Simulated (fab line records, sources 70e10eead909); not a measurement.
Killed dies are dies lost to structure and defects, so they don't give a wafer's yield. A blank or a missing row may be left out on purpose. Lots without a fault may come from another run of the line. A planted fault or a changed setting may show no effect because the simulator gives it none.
A struck lot beside a sound one | flow nand_harc | 14 steps out of a route of 1159
Sound: wafers L852.1, L852.3, L852.6. Struck: wafers L843.2, L843.4, L843.6. The cause comes at the end.
At each step with rows: each side's tool, then ch and its chambers, then its first start. Under that, the readings that differ: sound wafers | struck wafers | difference of the means | sigmas: that difference in standard deviations of wafers without a fault.
alike: readings whose means differ by less than 2 such deviations, and words and numbers that are the same on both sides. not compared: withheld readings, readings that some wafer has no value for, bounds like >300 that may hide the same value, and numbers for which the record gives no deviation and whose values overlap.
The two part at a step that has a row with sigmas, a row that says differs or no value, or rows on one side only. Numbers that don't overlap but have no deviation are shown without sigmas and don't part them. A reading that every wafer of one side lacks parts them only if that side has two wafers or more.

NHARC_P_CONTACT_INSPECT_14:
  sound on defect_inspect-01, day 10 12:16; struck on defect_inspect-02, day 9 03:04
  alike: raw_defect_count
NHARC_P_CONTACT_DESCUM_17: chemistry O2, time 3 s.
  sound on rie_diel-12 ch 1,2, day 10 12:20; struck on rie_diel-12 ch 1,2, day 9 03:07
  alike: drypump_motor_current_A, oes_product_au, rf_vpp_V, showerhead_plenum_p_Torr, throttle_valve_pct
  not compared: rf_hours_counter_h
NHARC_P_CONTACT_ETCH_35: etches the open film in CF4, target depth 39 nm, time 65 s.
  sound on rie_diel-12 ch 0,1, day 10 12:25; struck on rie_diel-12 ch 0,1,2, day 9 03:13
  alike: drypump_motor_current_A, oes_product_au, rf_vpp_V, showerhead_plenum_p_Torr, throttle_valve_pct
  not compared: rf_hours_counter_h
then, 4 steps without rows for these wafers: NHARC_P_CONTACT_ETCH_36 (etches the open film in N2/H2, target depth 260 nm, time 406.25 s); NHARC_P_CONTACT_ETCH_18 (etches the open film in C4F8/O2/Ar, target depth 481 nm, time 240.5 s); NHARC_P_CONTACT_STRIP_37 (strips in C4F8/O2/Ar); NHARC_P_CONTACT_ETCH_31 (etches the open film in CH3F/O2, target depth 30 nm, time 85.7 s).
NHARC_P_CONTACT_CD_MEAS_19:
  sound on cd_sem-01, day 10 13:12; struck on cd_sem-01, day 9 04:05
  alike: cd_nm
NHARC_P_CONTACT_STRIP_28: strips in O2.
  sound on rie_diel-01 ch 2,3, day 10 13:17; struck on rie_diel-12 ch 2,3, day 9 04:09
  alike: drypump_motor_current_A, oes_product_au, rf_vpp_V, showerhead_plenum_p_Torr, throttle_valve_pct
  not compared: rf_hours_counter_h
then, 1 step without rows for these wafers: NHARC_P_CONTACT_STRIP_29 (strips in post etch residue remover, time 1200 s).
NHARC_P_CONTACT_DEGAS_38: time 60 s.
  sound on pvd_sputter-01, day 10 13:55; struck on pvd_sputter-02, day 9 04:49
  alike: heater_power_w
then, 1 step without rows for these wafers: NHARC_P_CONTACT_PRE_CLEAN_39 (time 19.5 s).
NHARC_P_CONTACT_PVD_32: deposits Ti, target thk 5 nm, time 17.7 s.
  sound on pvd_sputter-01, day 10 14:03; struck on pvd_sputter-02, day 9 05:13
  alike: throttle_valve_pct
NHARC_P_CONTACT_ALD_22: deposits TiN, target thk 3 nm, pulse time 1 s, ald cycles 150.
  sound on ald_metal-03 ch 0,1, day 10 14:10; struck on ald_metal-03 ch 2,3, day 9 05:20
  alike: heater_power_w, precursor_pulse_height_rel

WHERE THEY PART
Nowhere in this record.

WHY: what the simulator had put in
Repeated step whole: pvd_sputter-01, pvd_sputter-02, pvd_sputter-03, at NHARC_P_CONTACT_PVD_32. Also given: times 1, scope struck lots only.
